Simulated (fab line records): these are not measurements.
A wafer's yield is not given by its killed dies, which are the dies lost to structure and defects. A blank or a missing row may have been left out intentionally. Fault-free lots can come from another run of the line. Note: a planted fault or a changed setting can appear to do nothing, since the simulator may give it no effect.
Problem report in the 8D (eight disciplines) form, filled by code | flow n5 finfet | the parts of the form that need people (team, actions taken, sign-off) are left out

1. WHAT WENT WRONG
Wafers without a fault read 2887.8 rpm, standard deviation 1.8; spin speed rpm at N5_BEOL_M12_COAT_22 reads a mean of 2721.7 rpm on 9 wafers belonging to 3 lots. That puts it -92 standard deviations away from the usual mean.
The step: resist thk 300 nm.
The first sign was on wafer L901.2 at day 13 18:13, on litho track-03. The record has a number at this step for 33 wafers belonging to 11 lots. Rule for "out", or "out of limits": more than 4 standard deviations from the usual mean. The rest of the wafers with a number are treated as sound.

2. WHAT IT IS; WHAT IT IS NOT
question                    | is                     | is not
which readings at this step | spin speed rpm         | -
which lots                  | L900, L901, L902       | L892, L894, L898, L909, L911, L912, L913, L915
which wafers of those lots  | all that have a number | -
read on which tools         | litho track-03         | litho track-02, litho track-04
when                        | from day 13 18:13      | up to then (9 sound wafers); but 15 sound wafers of L909, L911, L912, L913, L915 came after

3. WHAT RULES OUT EACH SUSPECT
Counting: a tool stays on the suspect list if, at a process step up to the reading, it processed all lots that are out and no sound lot following the first of them.
- litho track-03 at N5_BEOL_M12_COAT_22 (resist thk 300 nm): ruled out as a lasting fault. Following L901 (day 13 18:13), the first lot on it that is out, the sound lots L911, L913 were run on it.
Left after counting: nothing in the record.

4. THE CAUSE (what the simulator had put in)
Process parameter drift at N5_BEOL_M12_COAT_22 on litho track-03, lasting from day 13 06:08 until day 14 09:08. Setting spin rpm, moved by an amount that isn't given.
Counting ruled it out, wrongly.

5. THE EFFECT CHAIN, in route order
Each row: a reading whose mean over the struck wafers that have a number lies more than 3 standard deviations from the usual. Only readings whose record carries a usual standard deviation are examined. hours: median over the lots of the time between each lot's start at the first step of this table that gives one and its start at this step. sigmas: the change, counted in usual standard deviations.
hours | step                | reading        | usual      | on struck wafers | change | sigmas
0     | N5_BEOL_M12_COAT_22 | spin speed rpm | 2887.8 rpm | 2721.7           | -166.1 | -92
The process steps in it:
- N5_BEOL_M12_COAT_22: resist thk 300 nm.
At these later measuring or inspecting steps, every struck wafer for which the step has a row has a number for every such reading, and none has moved that far: N5_BEOL_M12_OVL_MEAS_29.

6. WHAT WOULD HAVE CAUGHT IT SOONER
In this record no reading fell out of limits until day 13 18:13, 12 hours after the fault had begun at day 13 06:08.
